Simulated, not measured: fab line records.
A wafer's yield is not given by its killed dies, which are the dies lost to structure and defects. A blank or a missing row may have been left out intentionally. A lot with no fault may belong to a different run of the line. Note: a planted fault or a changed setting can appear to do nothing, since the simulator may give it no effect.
Comparing a struck lot with a sound one | flow n5Finfet | 31 steps out of a route of 1938
Sound: wafers L599.1, L599.2, L599.6. The struck wafers were L609.1, L609.4, L609.6. At the end, the cause is stated.
Per side, at each step with rows, come the tool, then ch with its chambers, and then its first start. Under that, the readings that differ: sound wafers | struck wafers | difference of the means | sigmas: that difference in standard deviations of wafers without a fault.
alike: same words and numbers on both sides, and readings whose means sit less than 2 such deviations apart. not compared: any withheld reading, any reading some wafer has no value for, any bound like >300 that may hide the same value, and any number with overlapping values for which the record gives no deviation.
A row with sigmas, a row that says differs or no value, or rows on one side alone: a step with any of these is where the two part. Non-overlapping numbers with no deviation appear without sigmas and do not part them. A reading that every wafer of one side lacks parts them only if that side has two wafers or more.

first, 9 steps without rows for these wafers: N5_PASSIVATION_SOFTBAKE_25 (time 90 s); N5_PASSIVATION_EXPOSE_27 (exposes mask PAD, defocus 0 nm); N5_PASSIVATION_PEB_28; N5_PASSIVATION_DEVELOP_29 (develop time 60 s); N5_PASSIVATION_HARDBAKE_31 (time 120 s); N5_PASSIVATION_DESCUM_32 (chemistry O2, time 7.9 s); N5_PASSIVATION_AL_ETCH_33 (etches Al in Cl2/BCl3, stops on TaN, target depth 2800 nm, time 466.7 s); N5_PASSIVATION_ETCH_59 (etches TaN in Cl2/BCl3, target depth 65 nm, time 34.9 s); N5_PASSIVATION_STRIP_34 (strips in O2).
N5_PASSIVATION_STRIP_51: strips in post etch residue remover, time 1200 s.
  sound on wetBench-03 ch 0,2,6, day 13 05:32; struck on wetBench-03 ch 3,4,5, day 17 16:17
then, 20 steps without rows for these wafers: N5_PASSIVATION_CLEAN_69 (cleans in IPA, time 180 s); N5_PASSIVATION_SRD_70 (time 30 s); N5_PASSIVATION_PECVD_53 (deposits SiO2 from TEOS/O2, target thk 800 nm, time 169.4 s); N5_PASSIVATION_PECVD_35 (deposits SiNx from SiH4/NH3/N2, target thk 700 nm, time 151.3 s); N5_PASSIVATION_HMDS_37 (time 60 s); N5_PASSIVATION_COAT_38; N5_PASSIVATION_EBR_40; N5_PASSIVATION_SOFTBAKE_39 (time 120 s); N5_PASSIVATION_EXPOSE_41 (exposes mask PASS OPEN, defocus 0 nm, target cd 40000 nm); N5_PASSIVATION_PEB_42; N5_PASSIVATION_DEVELOP_43 (develop time 60 s); N5_PASSIVATION_HARDBAKE_45 (time 120 s); N5_PASSIVATION_DESCUM_46 (chemistry O2, time 7.9 s); N5_PASSIVATION_PASS_ETCH_47 (etches SiNx in CF4/O2, target depth 770 nm, time 385 s); N5_PASSIVATION_ETCH_54 (etches SiO2 in CHF3/O2, target depth 880 nm, time 440 s); N5_PASSIVATION_STRIP_48 (strips in O2); N5_PASSIVATION_STRIP_52 (strips in post etch residue remover, time 1200 s); N5_PASSIVATION_CLEAN_71 (cleans in IPA, time 180 s); N5_PASSIVATION_SRD_72 (time 30 s); N5_PASSIVATION_ANNEAL_56 (time 1800 s).
N5_PASSIVATION_PROBE_49:
  sound on prober-01, day 13 10:03; struck on prober-02, day 17 20:25
reading                 | sound          | struck         | difference | sigmas
defectLimitedYield (%)  | 88.8 90.7 91.4 | 81.8 80.7 81.5 | -9.0       | -6
killed_at_M0_to_M3      | 70 36 41       | 27 31 24       | -22        | -2
killedAtOther           | 0 0 0          | 136 145 146    | +142       | +59
killedDies              | 132 110 101    | 215 228 218    | +106       | +6
sort_bin_5_function (%) | 7.1 5.6 5.3    | 11.4 11.0 10.9 | +5.1       | +5
sortNPass               | 1048 1070 1079 | 965 952 962    | -106       | -6
sortYieldPct (%)        | 88.8 90.7 91.4 | 81.8 80.7 81.5 | -9.0       | -6
  alike: killed_at_M4_up, killedAtContacts, killedAtFrontEnd, killedOpen, killedShort, sort_bin_6_memory

== WHERE THEY PART ==
Within this record, at N5_PASSIVATION_PROBE_49 only.

WHY: the cause the simulator had injected
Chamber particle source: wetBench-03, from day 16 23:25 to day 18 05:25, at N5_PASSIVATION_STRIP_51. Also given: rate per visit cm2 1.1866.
